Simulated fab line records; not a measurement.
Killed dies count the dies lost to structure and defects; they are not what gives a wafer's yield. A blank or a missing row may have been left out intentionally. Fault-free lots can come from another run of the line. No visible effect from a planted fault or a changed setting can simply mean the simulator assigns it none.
A lot that was struck, set against a sound lot	flow nand-harc	28 out of 1302 route steps
Sound: the wafers L611.1, L611.2, L611.6. Struck: wafers L625.2, L625.3, L625.6. The cause is named last.
For every step that has rows: the tool of each side, followed by ch and its chambers, followed by its first start. Under that, the readings that differ: sound wafers	struck wafers	difference of the means	sigmas: that difference in standard deviations of wafers without a fault.
alike: words and numbers the same on both sides, and readings whose means are apart by under 2 such deviations; not compared: readings that were withheld, readings missing a value for some wafer, numbers with overlapping values and no deviation given by the record, and bounds like >300 which may hide the same value.
The two part at a step that has a row with sigmas, a row that says differs or no value, or rows on one side only. Numbers that don't overlap but have no deviation are shown without sigmas and don't part them. A reading that every wafer of one side lacks parts them only if that side has two wafers or more.

NHARC_A_CHANNEL_HOLE_D1_CD_MEAS_10: target cd 100 nm.
  sound on cd-sem-02 ch 0, day 9 09:09; struck on cd-sem-02 ch 0, day 15 09:08
  alike: cd-nm
NHARC_A_CHANNEL_HOLE_D1_OVL_MEAS_11:
  struck on overlay-02, day 15 09:13; sound on overlay-02, day 9 09:14
reading	sound	struck	difference	sigmas
overlay-y-nm (nm)	1.3 1.3 1.1	-0.7 -0.6 0.1	-1.6	-2
  alike: overlay-x-nm
NHARC_A_CHANNEL_HOLE_D1_INSPECT_12:
  struck on defect-inspect-02, day 15 09:16; sound on defect-inspect-01, day 9 11:37
  alike: raw-defect-count
NHARC_A_CHANNEL_HOLE_D1_DESCUM_15: chemistry O2, time 3 s.
  sound on rie-diel-09 ch 0,1, day 9 11:41; struck on rie-diel-04 ch 0,1,2, day 15 09:20
reading	sound	struck	difference	sigmas
rf-vpp-V (V)	57.4 56.2 55.8	58.1 58.2 58.4	+1.8	+2
  alike: drypump-motor-current-A, o2-flow-sccm, oes-product-au, showerhead-plenum-p-Torr, throttle-valve-pct
  not compared: rf-hours-counter-h
then, 3 steps without rows for these wafers: NHARC_A_CHANNEL_HOLE_D1_ETCH_38 (etches the open film in CF4, target depth 39 nm, time 65 s); NHARC_A_CHANNEL_HOLE_D1_ETCH_39 (etches the open film in N2/H2, target depth 260 nm, time 325 s); NHARC_A_CHANNEL_HOLE_D1_ETCH_34 (etches the open film in CF4/CHF3, target depth 154 nm, time 77 s).
NHARC_A_CHANNEL_HOLE_D1_ETCH_16: etches the open film in O2/COS, target depth 3100 nm, time 806 s.
  sound on rie-diel-09 ch 0,2,3; struck on rie-diel-04 ch 2,3
  alike: drypump-motor-current-A, o2-flow-sccm, oes-product-au, rf-vpp-V, showerhead-plenum-p-Torr, throttle-valve-pct
  not compared: rf-hours-counter-h
NHARC_A_CHANNEL_HOLE_D1_CD_MEAS_18:
  struck on cd-sem-02, day 15 10:27; sound on cd-sem-03, day 9 12:47
  alike: cd-nm
then, 2 steps without rows for these wafers: NHARC_A_CHANNEL_HOLE_D1_ETCH_19 (etches the open film in C4F8/O2/Ar, time 34.5 s); NHARC_A_CHANNEL_HOLE_D1_ETCH_20 (etches the open film in C4F8/O2/Ar, time 361.9 s, target depth 1600 nm).
NHARC_A_CHANNEL_HOLE_D1_ETCH_21: etches the open film in C4F8/O2/Ar, time 514.3 s, target depth 1600 nm.
  sound on har-etch-02 ch 0,1, day 9 13:17; struck on har-etch-02 ch 0,1, day 15 13:52
  alike: drypump-motor-current-A, o2-flow-sccm, showerhead-plenum-p-Torr, temp-c, throttle-valve-pct
  not compared: rf-hours-counter-h
NHARC_A_CHANNEL_HOLE_D1_ETCH_22: etches the open film in C4F8/O2/Ar, time 666.7 s, target depth 1600 nm.
  sound on har-etch-02 ch 0,1, day 9 13:44; struck on har-etch-02 ch 0,1, day 15 14:19
  alike: drypump-motor-current-A, o2-flow-sccm, showerhead-plenum-p-Torr, temp-c, throttle-valve-pct
  not compared: rf-hours-counter-h
then, 1 step without rows for these wafers: NHARC_A_CHANNEL_HOLE_D1_ETCH_23 (etches the open film in C4F8/O2/Ar, time 819 s, target depth 1600 nm).
NHARC_A_CHANNEL_HOLE_D1_ETCH_24: etches the open film in C4F8/O2/Ar, time 906.2 s, target depth 1500 nm.
  sound on har-etch-02 ch 0,1, day 9 15:01; struck on har-etch-02 ch 0,1, day 15 15:34
  alike: drypump-motor-current-A, o2-flow-sccm, showerhead-plenum-p-Torr, temp-c, throttle-valve-pct
  not compared: rf-hours-counter-h
then, 2 steps without rows for these wafers: NHARC_A_CHANNEL_HOLE_D1_ETCH_25 (etches the open film in C4F8/O2/Ar, time 1040.2 s, target depth 1500 nm); NHARC_A_CHANNEL_HOLE_D1_ETCH_26 (etches the open film in C4F8/O2/Ar, time 224.1 s, target depth 300 nm).
NHARC_A_CHANNEL_HOLE_D1_ETCH_33: etches the open film in C4F8/O2/Ar, time 90 s, target depth 400 nm.
  sound on har-etch-02 ch 0,1, day 9 16:52; struck on har-etch-02 ch 0,1, day 15 17:26
  alike: drypump-motor-current-A, o2-flow-sccm, showerhead-plenum-p-Torr, temp-c, throttle-valve-pct
  not compared: rf-hours-counter-h
then, 7 steps without rows for these wafers: NHARC_A_CHANNEL_HOLE_D1_STRIP_41 (strips in N2/H2); NHARC_A_CHANNEL_HOLE_D1_STRIP_42 (strips in CF4/CHF3); NHARC_A_CHANNEL_HOLE_D1_STRIP_43 (strips in O2/COS); NHARC_A_CHANNEL_HOLE_D1_ETCH_44 (etches the open film in CF4/O2, target depth 140 nm, overetch 14 nm, time 77 s); NHARC_A_CHANNEL_HOLE_D1_STRIP_27 (strips in O2); NHARC_A_CHANNEL_HOLE_D1_PRECLEAN_28 (cleans in SC1); NHARC_A_CHANNEL_HOLE_D1_SRD_29.
NHARC_A_CHANNEL_HOLE_D1_CD_MEAS_30:
  struck on cd-sem-01, day 15 18:59; sound on cd-sem-03, day 9 18:31
  alike: cd-nm
NHARC_A_CHANNEL_HOLE_D1_XSEM_31:
  sound on xsem-01 ch 0, day 9 18:36; struck on xsem-01 ch 0
reading	sound	struck	difference	sigmas
bow-nm (nm)	9.13 9.01 9.17	- - -	no value on the struck wafers	
  alike: bot-cd-nm, tilt-deg
following that, these wafers have no rows for 1 step: NHARC_END_SORT_01.

WHERE THEY PART
Last at NHARC_A_CHANNEL_HOLE_D1_XSEM_31 as far as this record goes, first at NHARC_A_CHANNEL_HOLE_D1_OVL_MEAS_11.

WHY: whatever the simulator had introduced
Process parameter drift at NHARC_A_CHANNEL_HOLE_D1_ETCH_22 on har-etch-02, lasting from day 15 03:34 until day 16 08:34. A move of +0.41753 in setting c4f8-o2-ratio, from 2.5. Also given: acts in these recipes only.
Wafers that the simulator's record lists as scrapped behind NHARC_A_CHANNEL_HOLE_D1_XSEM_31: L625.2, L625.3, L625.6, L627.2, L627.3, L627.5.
